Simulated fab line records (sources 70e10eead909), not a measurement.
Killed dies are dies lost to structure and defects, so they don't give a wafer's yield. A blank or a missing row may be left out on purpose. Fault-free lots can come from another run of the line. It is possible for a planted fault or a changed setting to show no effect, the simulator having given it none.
One fault seen from 3 desks -- flow nand harc -- numbers are kept per desk, each desk with only its own; the story behind them comes last

## FOR THE TOOL OWNER'S DESK: rie diel-09
The tool's own readings at NHARC_A_SLIT_ETCH_29 (etches the open film in CF4/O2, target depth 100 nm, overetch 10 nm, time 55 s): means of the sampled wafers that have a number, for each lot that ran on this tool. If a lot's mean is further than 4 standard deviations from the usual mean, the lot is out of limits and carries the mark OUT (the distance appears in the brackets). Readings shown: 7 of its 8, picked as those furthest out on some lot.
Columns: A = drypump motor current A at NHARC_A_SLIT_ETCH_29, usual 5.6 A; B = mfc ar sccm at NHARC_A_SLIT_ETCH_29, usual 0.012 sccm; C = oes_ar_750_au at NHARC_A_SLIT_ETCH_29, usual 0.999 a.u.; D = oes product au at NHARC_A_SLIT_ETCH_29, usual 0.999 a.u.; E = rf vpp V at NHARC_A_SLIT_ETCH_29, usual 198.0 V; F = showerhead plenum p Torr at NHARC_A_SLIT_ETCH_29, usual 1.34 Torr; G = throttle valve pct at NHARC_A_SLIT_ETCH_29, usual 13.398 %
lot,first seen here,A,B,C,D,E,F,G
L135,day 15 04:14,5.4,0.013,1.001,1.003,198.8,1.37,13.399
L137,day 16 12:41,5.5,0.002,1.003,1.004,199.0,1.40,13.400
L141,day 16 14:28,5.2,0.012,0.995,1.020,198.7,1.36,13.401
L144,day 17 14:26,5.4,0.013,0.993,0.999,198.6,1.36,13.385
L148,day 18 14:02,5.5,0.013,1.002,1.016,199.2,1.40,13.392
L149,day 18 21:30,5.6,0.002,0.995,0.998,198.9,1.40,13.402
Finding of this desk: none of the 6 lots has anything out of limits.

## THE DEFECT DESK
For each lot, the counts of the inspections along the route, averaged over the sampled wafers that have a number. If a lot's mean is further than 4 standard deviations from the usual mean, the lot is out of limits and carries the mark OUT (the distance appears in the brackets).
Columns: A = raw defect count at NHARC_A_SIN_REMOVE_INSPECT_04, usual 300
lot,first seen here,A
L134,day 15 05:26,218
L135,day 15 12:26,343
L137,day 16 20:50,223
L141,day 16 20:50,302
L139,day 16 20:51,254
L143,day 17 20:50,262
L144,day 17 20:51,636 (+4.3) OUT
L148,day 18 22:13,553
L149,day 19 05:02,506
L154,day 20 15:29,330
L153,day 20 22:07,380
This desk's finding: out of limits on L144; first on L144, day 17 20:51 (raw defect count at NHARC_A_SIN_REMOVE_INSPECT_04). Within limits: L134, L135, L137, L141, L139, L143, L148, L149, L154, L153.

## FROM THE METROLOGY DESK
Lot by lot, what the gauges showed, no matter which tool ran the lot: averages of those sampled wafers that carry a number. If a lot's mean is further than 4 standard deviations from the usual mean, the lot is out of limits and carries the mark OUT (the distance appears in the brackets).
Columns: A = cd nm at NHARC_A_SLIT_CD_MEAS_21, usual 289.8 nm
lot,first seen here,A
L134,day 14 23:23,290.0
L135,day 15 04:46,290.2
L137,day 16 13:14,290.1
L139,day 16 13:46,289.5
L141,day 16 15:01,290.7
L143,day 17 13:34,289.7
L144,day 17 14:58,289.4
L148,day 18 14:34,289.8
L149,day 18 22:04,289.9
L154,day 20 07:44,290.9
L153,day 20 14:46,290.3
Finding of this desk: none of the 11 lots has anything out of limits.

## BROUGHT TOGETHER
The defect desk could have raised an alarm at day 17 20:51, on L144.
Nothing out of limits was seen by the tool owner's desk.
The metrology desk saw nothing out of limits.
Tool owner's desk: L144 on record, inside its limits.
The metrology desk holds a record of L144, inside its limits.
Every lot named ran NHARC_A_SLIT_ETCH_29 on rie diel-09.

## WHAT HAD BEEN PUT IN BY THE SIMULATOR
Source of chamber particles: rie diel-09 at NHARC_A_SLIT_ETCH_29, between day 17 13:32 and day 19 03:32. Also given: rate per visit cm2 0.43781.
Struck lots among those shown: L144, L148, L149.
Hours from the fault's start to each desk's first reading out of limits: the defect desk, 7.
